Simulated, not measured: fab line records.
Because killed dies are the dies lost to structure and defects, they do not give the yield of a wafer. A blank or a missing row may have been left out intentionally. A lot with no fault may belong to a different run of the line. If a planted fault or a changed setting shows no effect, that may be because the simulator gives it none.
fab line records | flow n5Finfet
record lots=7 wafers=21
route steps=1938 shown BEOL_M8@1377 BEOL_M11@1560 BEOL_M13@1665 BEOL_M14@1716
startH: start of the lot's first displayed wafer, in hours after the record's first day | waitH: time in hours since the lot's previous step | " unchanged from the row above | L1.1+2: a single row standing in for several wafers | - either no value or no given start | * or withheld: withheld | < > ~ a bound
route shown NAME@n: names a module that has steps shown in the file, with the first one's number in the route | usual: mean/standard deviation taken from wafers without a fault | same: alike in all rows | chamber/n: place in a boat | sites: each site's reading | _std_site: their standard deviation | _edge_site: the outer-site mean with the inner-site mean subtracted | radiusMm: how far each site lies from the wafer's centre | mask NAME#n: copy n | behind: the tool/chamber that last shaped the wafer | hold: why the lot went on hold/how many hours it stayed there/how the hold came to an end | device: the transistor (n, p or np) that didn't switch | end of line: the same wafers' tests at the end of the route | for a step that has no rows: nothing shown but its recipe | killed: the dies lost at the first sort to structure and to defects; this is not the yield of the wafer | map: per-die view of a wafer (x killed, . not killed, _ where there is no die)
set.NAME: setting as actually run; set.NAME@STEP: the setting as run at that earlier step | model.NAME: the simulator's own value behind a step, which no gauge read
lots where settings were altered on purpose, with a table for each step and a row for each wafer
## steps
# step N5_BEOL_M8_TRENCH_ETCH_37
# recipe chemistry=C4F6/O2 targetDepthA=934.78 target=SiCOH_lowk timeS=31.2 ionEnergyEv=250 pressureMtorr=30 sourceW=345 biasW=185 Ar_flow_sccm=300 C4F6_flow_sccm=10 O2_flow_sccm=10
# usual rfVppV=665/6
# columns lot.wafer tool chamber startH waitH set.sourceW rfVppV model.etch.depthNm model.BEOL_M8.featureDepthNm
L076.2 rieDiel-06 3 - - 345 665 91.92 92
L076.3 " 0 " " 345 670 93.47 93.4
L076.6 " 2 " " 345 662 93.88 93.8
L077.1 rieDiel-02 1 - - 322.7 683 90.03 90
L077.3 " 0 " " 345 659 91.06 91
L077.5 " 1 " " 322.7 683 89.89 89.8
L089.1 rieDiel-06 0 - - 378.2 640 97.34 97.4
L089.4 " 1 " " 345 672 91.78 91.8
L089.5 " 0 " " 378.2 640 96.71 96.8
L090.2 rieDiel-02 3 - - 404.1 608 98.84 98.8
L090.3 " 2 " " 404.1 624 97.74 97.8
L090.6 " 2 " " 345 677 92.49 92.4
L095.1 rieDiel-06 0 - - 345 671 93.91 94
L095.2 " 3 " " 323.6 687 89.99 90
L095.5 " 3 " " 345 665 92.93 93
L094.1 rieDiel-06 3 - - 345 665 92.39 92.4
L094.2 " 2 " " 345 662 93.28 93.2
L094.3 " 1 " " 345 671 91.16 91.2
L097.4 rieDiel-06 2 - - 345 662 93.84 93.8
L097.5 " 3 " " 345 665 92.38 92.4
L097.6 " 2 " " 345 662 93.93 94
# step N5_BEOL_M8_ETCH_41
# recipe chemistry=CH3F/O2 target=SiCN targetDepthA=319 taperDeg=2 timeS=57.8 ionEnergyEv=120 maskMaterial=TiN pressureMtorr=30 sourceW=395 biasW=75 Ar_flow_sccm=150 CH3F_flow_sccm=30 O2_flow_sccm=20
# step N5_BEOL_M8_STRIP_80
# recipe chemistry=N2/H2 timeS=10 powerW=450 tempC=40 pressureMtorr=20 rfFrequencyHz=6e+07 biasPowerW=7 n2FlowSccm=200 h2FlowSccm=200
# step N5_BEOL_M8_OCD_MEAS_38
# usual trenchDepthNm=92.8/1.3
# columns lot.wafer tool chamber startH waitH set.sourceW@BEOL_M8_TRENCH_ETCH_37 trenchDepthNm
L076.2 ocd-02 - 208.10 - 345 92.0
L076.3 " - " " 345 93.7
L076.6 " - " " 345 94.1
L077.1 ocd-01 - 214.41 - 322.7 90.3
L077.3 " - " " 345 91.0
L077.5 " - " " 322.7 89.4
L089.1 ocd-01 - 295.13 - 378.2 97.5
L089.4 " - " " 345 91.2
L089.5 " - " " 378.2 96.9
L090.2 ocd-02 - 297.78 - 404.1 98.9
L090.3 " - " " 404.1 98.0
L090.6 " - " " 345 92.6
L095.1 ocd-02 - 326.88 - 345 93.8
L095.2 " - " " 323.6 89.9
L095.5 " - " " 345 92.8
L094.1 ocd-02 - 328.60 - 345 92.0
L094.2 " - " " 345 93.2
L094.3 " - " " 345 91.6
L097.4 ocd-01 - 337.22 - 345 94.0
L097.5 " - " " 345 92.4
L097.6 " - " " 345 93.7
# step N5_BEOL_M8_HM_STRIP_39
# recipe chemistry=peroxideTinStrip material=TiN targetDepthA=250 tempC=50 timeS=158
# step N5_BEOL_M8_SRD_40
# recipe timeS=30 tempC=23 rinseLiquid=diw dry=ipaMarangoni
# step N5_BEOL_M8_ECD_50
# recipe material=Cu targetThkA=3000
# step N5_BEOL_M8_ANNEAL_51
# recipe tempC=225 timeS=90 ambient=N2
# step N5_BEOL_M8_CMP_52
# recipe stopOn=SiCOH_lowk tOverpolishS=6.9 downForcePsi=1 platenRpm=50 clearingPlatenDownForcePsi=1.5 clearingPlatenRpm=50 postCmpClean=cuAlkaline targetThkNm=80 clearingPlatenPadVelocityMS=0.99484 padVelocityMS=0.99484
# columns lot.wafer tool chamber startH waitH set.sourceW@BEOL_M8_TRENCH_ETCH_37 model.Cu_of_BEOL_M8_ECD_50.thkNm
L076.3 cmp-04 1 210.30 0.2 345 79.2
L076.2 " 2 " " 345 79.6
L076.6 " 2 " " 345 80
L077.3 cmp-03 1 216.81 0.2 345 78.4
L077.1 " 0 " " 322.7 76.8
L077.5 " 1 " " 322.7 76
L089.1 cmp-03 2 298.91 0.3 378.2 83
L089.4 " 3 " " 345 77.4
L089.5 " 1 " " 378.2 81.6
L090.3 cmp-04 1 300.82 0.3 404.1 85.2
L090.2 " 2 " " 404.1 86.2
L090.6 " 3 " " 345 79.2
L095.1 cmp-03 3 328.69 0.3 345 79.8
L095.2 " 0 " " 323.6 77.4
L095.5 " 1 " " 345 79.2
L094.1 cmp-04 2 330.70 0.3 345 77.4
L094.3 " 3 " " 345 77
L094.2 " 0 " " 345 78.8
L097.4 cmp-04 2 340.63 0.1 345 79.4
L097.6 " 2 " " 345 79.8
L097.5 " 3 " " 345 77.4
# step N5_BEOL_M8_THK_MEAS_53
# recipe thkMeasGauge=xrf reads=Cu_of_BEOL_M8_ECD_50
# usual M8_THK=79.3/1.6
# columns lot.wafer tool chamber startH waitH set.sourceW@BEOL_M8_TRENCH_ETCH_37 M8_THK[nm]
L076.2 filmMetro-01 - 210.59 - 345 80.5
L076.3 " - " " 345 79.9
L076.6 " - " " 345 81.1
L077.1 filmMetro-01 - 217.11 - 322.7 76.9
L077.3 " - " " 345 78.7
L077.5 " - " " 322.7 76.3
L089.1 filmMetro-02 - 299.13 - 378.2 83.5
L089.4 " - " " 345 77.3
L089.5 " - " " 378.2 81.6
L090.2 filmMetro-01 - 301.04 - 404.1 85.5
L090.3 " - " " 404.1 84.7
L090.6 " - " " 345 78.5
L095.1 filmMetro-02 - 328.91 - 345 80.2
L095.2 " - " " 323.6 77.4
L095.5 " - " " 345 79.2
L094.1 filmMetro-02 - 331.00 - 345 76.9
L094.2 " - " " 345 78.5
L094.3 " - " " 345 76.6
L097.4 filmMetro-01 - 340.93 - 345 79.1
L097.5 " - " " 345 77.0
L097.6 " - " " 345 79.5
# step N5_BEOL_M8_PRE_CLEAN_55
# recipe gas=NH3 timeS=15 tempC=withheld rfPowerW=300
# step N5_BEOL_M8_DEP_56
# recipe material=SiCN targetThkA=100 tempC=withheld precursor=3MS/NH3 pressureTorr=3 rfW=202 timeS=17.5
# step N5_BEOL_M8_RS_MEAS_57
# recipe thkMeasGauge=four-point-probe reads=Cu_of_BEOL_M8_ECD_50+Co_of_BEOL_M8_CVD_78+TaN_of_BEOL_M8_ALD_77
# usual M8_RS=0.290/0.0066
# columns lot.wafer tool chamber startH waitH set.sourceW@BEOL_M8_TRENCH_ETCH_37 M8_RS[ohm/sq]
L076.2 filmMetro-02 - 210.72 0.1 345 0.288
L076.3 " - " " 345 0.290
L076.6 " - " " 345 0.287
L077.1 filmMetro-01 - 217.24 0.1 322.7 0.301
L077.3 " - " " 345 0.294
L077.5 " - " " 322.7 0.305
L089.1 filmMetro-02 - 299.26 0.1 378.2 0.274
L089.4 " - " " 345 0.299
L089.5 " - " " 378.2 0.281
L090.2 filmMetro-01 - 301.17 0.1 404.1 0.262
L090.3 " - " " 404.1 0.266
L090.6 " - " " 345 0.290
L095.1 filmMetro-02 - 329.04 0.1 345 0.287
L095.2 " - " " 323.6 0.298
L095.5 " - " " 345 0.289
L094.1 filmMetro-01 - 331.13 0.1 345 0.297
L094.2 " - " " 345 0.292
L094.3 " - " " 345 0.300
L097.4 filmMetro-01 - 341.06 0.0 345 0.288
L097.5 " - " " 345 0.298
L097.6 " - " " 345 0.287
# step N5_BEOL_M11_COAT_63
# recipe resist=SOC tempC=250 timeS=60 spinRpm=1500 resistThkNm=100
# columns lot.wafer tool chamber startH waitH set.spinRpm model.SOC_of_BEOL_M11_COAT_63.thkNm
L076.2+3 lithoTrack-02 0 229.50 0.1 1500 99.8
L076.6 " 0 " " 1500 100
L077.1+3+5 lithoTrack-01 0 241.57 4.4 1500 99.8
L090.2 lithoTrack-01 0 317.13 0.2 1436 102.2
L090.3+6 " 0 " " 1500 100.2
L089.1 lithoTrack-05 0 325.11 5.9 1433 102.4
L089.4 " 0 " " 1500 100.2
L089.5 " 0 " " 1500 100
L095.1 lithoTrack-02 0 346.22 0.1 1500 99.8
L095.2 " 0 " " 1665 95
L095.5 " 0 " " 1665 94.6
L094.1 lithoTrack-02 0 356.20 3.7 1500 100.2
L094.2 " 0 " " 1366 105.2
L094.3 " 0 " " 1366 105.4
L097.4 lithoTrack-02 0 362.96 0.1 1386 104
L097.5 " 0 " " 1500 100.4
L097.6 " 0 " " 1500 100.2
# step N5_BEOL_M11_COAT_22
# recipe resist=CAR-ArF spinRpm=1500 resistThkNm=90
# columns lot.wafer tool chamber startH waitH set.spinRpm model.CAR-ArF_of_BEOL_M11_COAT_22.thkNm
L076.2+6 lithoTrack-02 0 - - 1500 89.8
L076.3 " 0 " " 1500 90.2
L077.1 lithoTrack-01 0 - - 1500 89.8
L077.3+5 " 0 " " 1547 88.8
L090.2 lithoTrack-01 0 - - 1500 89.6
L090.3+6 " 0 " " 1436 91.6
L089.1+5 lithoTrack-05 0 - - 1500 89.8
L089.4 " 0 " " 1422 92.2
L095.1 lithoTrack-02 0 - - 1386 93.4
L095.2 " 0 " " 1386 93.8
L095.5 " 0 " " 1386 93.6
L094.1 lithoTrack-02 0 - - 1500 90.4
L094.2 " 0 " " 1500 90.2
L094.3 " 0 " " 1567 88
L097.4 lithoTrack-02 0 - - 1500 89.6
L097.5 " 0 " " 1500 89.4
L097.6 " 0 " " 1345 94.6
# step N5_BEOL_M11_EBR_24
# recipe solvent=PGMEA ebrWidthMm=1.5
# step N5_BEOL_M11_SOFTBAKE_23
# recipe tempC=110 timeS=60 resist=CAR-ArF
# step N5_BEOL_M11_EXPOSE_25
# recipe maskId=V10 na=1.35 sourceShape=annular sigmaInner=0.5 sigmaOuter=0.8 polarization=unpolarized doseMj=85.5
# step N5_BEOL_M11_PEB_26
# recipe pebTempC=withheld pebTimeS=60 resist=CAR-ArF
# step N5_BEOL_M11_DEVELOP_27
# recipe developTimeS=30 developer=TMAH resist=CAR-ArF rinseLiquid=diw dry=airSpin devTempC=23
# columns lot.wafer tool chamber startH waitH set.spinRpm@BEOL_M11_COAT_22 model.CAR-ArF_of_BEOL_M11_COAT_22.thkNm
L076.2+6 lithoTrack-01 0 - - 1500 88.2
L076.3 " 0 " " 1500 88.4
L077.1 lithoTrack-05 0 - - 1500 88.2
L077.3 " 0 " " 1547 87
L077.5 " 0 " " 1547 87.2
L090.2 lithoTrack-05 0 - - 1500 88
L090.3+6 " 0 " " 1436 90
L089.1 lithoTrack-05 0 - - 1500 88.2
L089.4 " 0 " " 1422 90.6
L089.5 " 0 " " 1500 88
L095.1 lithoTrack-01 0 - - 1386 91.8
L095.2+5 " 0 " " 1386 92
L094.1 lithoTrack-01 0 - - 1500 88.8
L094.2 " 0 " " 1500 88.6
L094.3 " 0 " " 1567 86.4
L097.4 lithoTrack-01 0 - - 1500 88
L097.5 " 0 " " 1500 87.6
L097.6 " 0 " " 1345 93
# step N5_BEOL_M11_DESCUM_33
# recipe chemistry=O2 timeS=7.9 sourcePowerW=50 biasPowerW=20 pressureMtorr=20 rfFrequencyHz=2.712e+07 tempC=40 resist=CAR-ArF o2FlowSccm=225
# step N5_BEOL_M11_ETCH_65
# recipe chemistry=CF4 target=SiARC targetDepthA=390 maskMaterial=CAR-ArF timeS=65 ionEnergyEv=80 pressureMtorr=40 sourceW=545 biasW=36 Ar_flow_sccm=100 cf4FlowSccm=100 ends=cleared
# step N5_BEOL_M11_ETCH_66
# recipe chemistry=N2/H2 target=SOC targetDepthA=1200 overetchA=240 maskMaterial=SiARC tempC=40 timeS=180 ionEnergyEv=200 pressureMtorr=30 sourceW=840 biasW=150 n2FlowSccm=200 h2FlowSccm=200
# columns lot.wafer tool chamber startH waitH set.spinRpm@BEOL_M11_COAT_63 model.etch.depthNm
L076.2 rieDiel-03 3 230.38 0.0 1500 99.76
L076.3 " 1 " " 1500 99.86
L076.6 " 1 " " 1500 99.99
L077.1 rieDiel-04 2 242.25 0.0 1500 99.9
L077.3 " 3 " " 1500 99.72
L077.5 " 3 " " 1500 99.84
L090.2 rieDiel-01 1 317.68 0.0 1436 102.3
L090.3 " 3 " " 1500 100.1
L090.6 " 3 " " 1500 100.3
L089.1 rieDiel-01 0 325.56 0.0 1433 102.4
L089.4 " 1 " " 1500 100.2
L089.5 " 3 " " 1500 100.1
L095.1 rieDiel-01 2 346.76 0.0 1500 99.74
L095.2 " 1 " " 1665 95.01
L095.5 " 0 " " 1665 94.51
L094.1 rieDiel-01 1 356.62 0.0 1500 100.3
L094.2 " 3 " " 1366 105.1
L094.3 " 0 " " 1366 105.4
L097.4 rieDiel-01 3 363.51 0.0 1386 104
L097.5 " 1 " " 1500 100.3
L097.6 " 0 " " 1500 100.1
# step N5_BEOL_M11_STRIP_69
# recipe chemistry=N2/H2 tempC=40 n2FlowSccm=200 h2FlowSccm=200 rfFrequencyHz=6e+07
# step N5_BEOL_M11_VIA_ETCH_34
# recipe chemistry=C4F6/O2 target=SiCOH_lowk targetDepthA=1845 maskMaterial=SOC taperDeg=4 timeS=69.2 ionEnergyEv=250 pressureMtorr=30 sourceW=345 biasW=185 Ar_flow_sccm=300 C4F6_flow_sccm=10 O2_flow_sccm=10
# columns lot.wafer tool chamber startH waitH set.spinRpm@BEOL_M11_COAT_63 model.SOC_of_BEOL_M11_COAT_63.thkNm
L076.2 rieDiel-03 3 230.50 0.0 1500 91.6
L076.3 " 1 " " 1500 91.8
L076.6 " 1 " " 1500 92
L077.1+3+5 rieDiel-04 2,3,3 242.37 0.0 1500 91.8
L090.2 rieDiel-01 1 317.80 0.0 1436 94.2
L090.3 " 3 " " 1500 91.8
L090.6 " 3 " " 1500 92
L089.1 rieDiel-01 0 325.68 0.0 1433 94.2
L089.4 " 1 " " 1500 92
L089.5 " 3 " " 1500 91.6
L095.1 rieDiel-01 2 346.89 0.0 1500 91.6
L095.2 " 1 " " 1665 87
L095.5 " 0 " " 1665 86.4
L094.1 rieDiel-01 1 356.74 0.0 1500 92.2
L094.2 " 3 " " 1366 96.8
L094.3 " 0 " " 1366 97.2
L097.4 rieDiel-01 3 363.63 0.0 1386 95.8
L097.5 " 1 " " 1500 92.4
L097.6 " 0 " " 1500 92
# step N5_BEOL_M13_EXPOSE_07
# recipe maskId=V12 na=0.93 sourceShape=conventional sigmaOuter=0.6 polarization=unpolarized attpsmPhaseDeg=180 doseMj=24.8
# columns lot.wafer tool chamber startH waitH mask set.doseMj
L076.2+3+6 krfScanner-02 0 244.91 - V12#0 24.8
L077.1+3+5 krfScanner-01 0 253.08 - V12#0 24.8
L090.2+3 krfScanner-01 0 328.42 - V12#0 24.8
L090.6 " 0 " " V12#0 23.82
L089.1 krfScanner-01 0 335.74 - V12#0 23.33
L089.4+5 " 0 " " V12#0 24.8
L095.1+5 krfScanner-02 0 360.88 - V12#0 26.16
L095.2 " 0 " " V12#0 24.8
L094.1+3 krfScanner-02 0 364.21 - V12#0 26.36
L094.2 " 0 " " V12#0 24.8
L097.4+5+6 krfScanner-01 0 372.21 - V12#0 24.8
# step N5_BEOL_M13_PEB_08
# recipe pebTempC=130 pebTimeS=90
# step N5_BEOL_M13_DEVELOP_09
# recipe developTimeS=45 rinseLiquid=diw dry=airSpin devTempC=21
# step N5_BEOL_M13_HARDBAKE_14
# recipe tempC=130 timeS=120
# step N5_BEOL_M13_CD_MEAS_10
# recipe targetCdNm=190 landingEnergyEv=500 detector=seInlens polarity=opening
# usual cdNm=189.7/1.2
# columns lot.wafer tool chamber startH waitH set.doseMj@BEOL_M13_EXPOSE_07 cdNm
L076.2 cdSem-01 0 245.07 - 24.8 192.5
L076.3 " 0 " " 24.8 192.3
L076.6 " 0 " " 24.8 191.7
L077.1 cdSem-02 0 253.25 - 24.8 189.4
L077.3 " 0 " " 24.8 188.8
L077.5 " 0 " " 24.8 189.8
L090.2 cdSem-02 0 328.59 - 24.8 188.3
L090.3 " 0 " " 24.8 188.5
L090.6 " 0 " " 23.82 186.1
L089.1 cdSem-01 0 335.91 - 23.33 183.3
L089.4 " 0 " " 24.8 190.6
L089.5 " 0 " " 24.8 190.3
L095.1 cdSem-01 0 361.06 - 26.16 196.7
L095.2 " 0 " " 24.8 191.6
L095.5 " 0 " " 26.16 198.1
L094.1 cdSem-03 0 364.38 - 26.36 196.0
L094.2 " 0 " " 24.8 189.0
L094.3 " 0 " " 26.36 196.1
L097.4 cdSem-02 0 372.37 - 24.8 189.2
L097.5 " 0 " " 24.8 188.3
L097.6 " 0 " " 24.8 188.4
# step N5_BEOL_M13_STRIP_71
# recipe chemistry=postEtchResidueRemover timeS=60 tempC=25 removerPh=withheld removerWaterWtPct=withheld removerFluorideWtPct=withheld
# step N5_BEOL_M13_SRD_72
# recipe timeS=30 tempC=23 rinseLiquid=diw dry=n2Spin spinRpm=1500 dryTimeS=30
# step N5_BEOL_M13_CD_MEAS_17
# recipe targetCdNm=190 polarity=opening
# usual cdNm=190.2/1.2
# columns lot.wafer tool chamber startH waitH set.doseMj@BEOL_M13_EXPOSE_07 cdNm
L076.2 cdSem-02 - 245.69 0.0 24.8 192.3
L076.3 " - " " 24.8 192.0
L076.6 " - " " 24.8 190.4
L077.1 cdSem-03 - 254.35 0.0 24.8 191.0
L077.3 " - " " 24.8 189.4
L077.5 " - " " 24.8 191.5
L090.2 cdSem-03 - 329.47 0.0 24.8 188.4
L090.3 " - " " 24.8 188.2
L090.6 " - " " 23.82 185.1
L089.1 cdSem-02 - 336.54 0.0 23.33 183.5
L089.4 " - " " 24.8 191.2
L089.5 " - " " 24.8 190.7
L095.1 cdSem-03 - 361.94 0.0 26.16 196.5
L095.2 " - " " 24.8 191.0
L095.5 " - " " 26.16 198.3
L094.1 cdSem-02 - 365.03 0.0 26.36 197.2
L094.2 " - " " 24.8 190.2
L094.3 " - " " 26.36 197.4
L097.4 cdSem-03 - 373.32 0.0 24.8 190.4
L097.5 " - " " 24.8 188.4
L097.6 " - " " 24.8 189.5
# step N5_BEOL_M14_ILD_DEP_00
# recipe material=SiO2 targetThkA=11193 tempC=400 precursor=TEOS/O2 pressureTorr=6.5 rfW=900 teosFlowSccm=161.4 gas=O2 flowSccm=2650 timeS=237.4
# columns lot.wafer tool chamber startH waitH set.timeS model.SiO2_of_BEOL_M14_ILD_DEP_00.thkNm
L076.2 pecvd-03 2 249.77 0.0 237.4 1106
L076.3+6 " 0,2 " " 237.4 1126
L077.1 pecvd-04 0 259.10 0.0 237.4 1120
L077.3 " 1 " " 209.3 988.6
L077.5 " 1 " " 209.3 989.8
L090.2 pecvd-04 2 334.58 0.0 237.4 1108
L090.3 " 1 " " 237.4 1103
L090.6 " 1 " " 237.4 1113
L089.1 pecvd-02 0 342.01 0.0 247.2 1133
L089.4 " 1 " " 237.4 1125
L089.5 " 0 " " 237.4 1095
L095.1 pecvd-03 2 365.97 0.0 237.4 1120
L095.2 " 0 " " 237.4 1116
L095.5 " 0 " " 219.6 1064
L094.1 pecvd-04 2 368.52 0.0 246.7 1152
L094.2 " 0 " " 237.4 1114
L094.3 " 1 " " 246.7 1151
L097.4 pecvd-03 1 377.85 0.1 237.4 1134
L097.5 " 2 " " 267.6 1247
L097.6 " 0 " " 237.4 1136
# step N5_BEOL_M14_THK_MEAS_01
# recipe reads=SiO2_of_BEOL_M14_ILD_DEP_00
# usual M14_ILD_THK=1117/13
# columns lot.wafer tool chamber startH waitH set.timeS@BEOL_M14_ILD_DEP_00 M14_ILD_THK[nm]
L076.2 filmMetro-01 - 249.96 0.1 237.4 1105
L076.3 " - " " 237.4 1128
L076.6 " - " " 237.4 1126
L077.1 filmMetro-01 - 259.29 0.1 237.4 1120
L077.3 " - " " 209.3 988
L077.5 " - " " 209.3 990
L090.2 filmMetro-02 - 334.77 0.1 237.4 1108
L090.3 " - " " 237.4 1103
L090.6 " - " " 237.4 1114
L089.1 filmMetro-01 - 342.20 0.1 247.2 1133
L089.4 " - " " 237.4 1125
L089.5 " - " " 237.4 1096
L095.1 filmMetro-02 - 366.16 0.1 237.4 1120
L095.2 " - " " 237.4 1115
L095.5 " - " " 219.6 1065
L094.1 filmMetro-02 - 368.71 0.1 246.7 1151
L094.2 " - " " 237.4 1114
L094.3 " - " " 246.7 1151
L097.4 filmMetro-01 - 377.96 0.0 237.4 1135
L097.5 " - " " 267.6 1248
L097.6 " - " " 237.4 1136
## key
split step=N5_BEOL_M8_TRENCH_ETCH_37 setting=sourceW stated=345 by=wafer
response step=N5_BEOL_M8_TRENCH_ETCH_37 reading=rfVppV change=-3.47 per=1% r=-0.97
response step=N5_BEOL_M8_TRENCH_ETCH_37 reading=model.etch.depthNm change=+0.382 per=1% r=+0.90
response step=N5_BEOL_M8_TRENCH_ETCH_37 reading=model.BEOL_M8.featureDepthNm change=+0.388 per=1% r=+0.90
response step=N5_BEOL_M8_OCD_MEAS_38 reading=trenchDepthNm change=+0.399 per=1% r=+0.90
response step=N5_BEOL_M8_CMP_52 reading=model.Cu_of_BEOL_M8_ECD_50.thkNm change=+0.396 per=1% r=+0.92
response step=N5_BEOL_M8_THK_MEAS_53 reading=M8_THK change=+0.407 per=1% r=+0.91
response step=N5_BEOL_M8_RS_MEAS_57 reading=M8_RS change=-0.00162 per=1% r=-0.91
split step=N5_BEOL_M11_COAT_63 setting=spinRpm stated=1500 by=wafer
response step=N5_BEOL_M11_COAT_63 reading=model.SOC_of_BEOL_M11_COAT_63.thkNm change=-0.497 per=1% r=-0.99
response step=N5_BEOL_M11_ETCH_66 reading=model.etch.depthNm change=-0.493 per=1% r=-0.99
response step=N5_BEOL_M11_VIA_ETCH_34 reading=model.SOC_of_BEOL_M11_COAT_63.thkNm change=-0.488 per=1% r=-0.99
split step=N5_BEOL_M11_COAT_22 setting=spinRpm stated=1500 by=wafer
response step=N5_BEOL_M11_COAT_22 reading=model.CAR-ArF_of_BEOL_M11_COAT_22.thkNm change=-0.479 per=1% r=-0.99
response step=N5_BEOL_M11_DEVELOP_27 reading=model.CAR-ArF_of_BEOL_M11_COAT_22.thkNm change=-0.489 per=1% r=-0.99
split step=N5_BEOL_M13_EXPOSE_07 setting=doseMj stated=24.8 by=wafer
response step=N5_BEOL_M13_CD_MEAS_10 reading=cdNm change=+1.06 per=1% r=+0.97
response step=N5_BEOL_M13_CD_MEAS_17 reading=cdNm change=+1.14 per=1% r=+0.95
split step=N5_BEOL_M14_ILD_DEP_00 setting=timeS stated=237.4 by=wafer
response step=N5_BEOL_M14_ILD_DEP_00 reading=model.SiO2_of_BEOL_M14_ILD_DEP_00.thkNm change=+9.25 per=1% r=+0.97
response step=N5_BEOL_M14_THK_MEAS_01 reading=M14_ILD_THK change=+9.29 per=1% r=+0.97
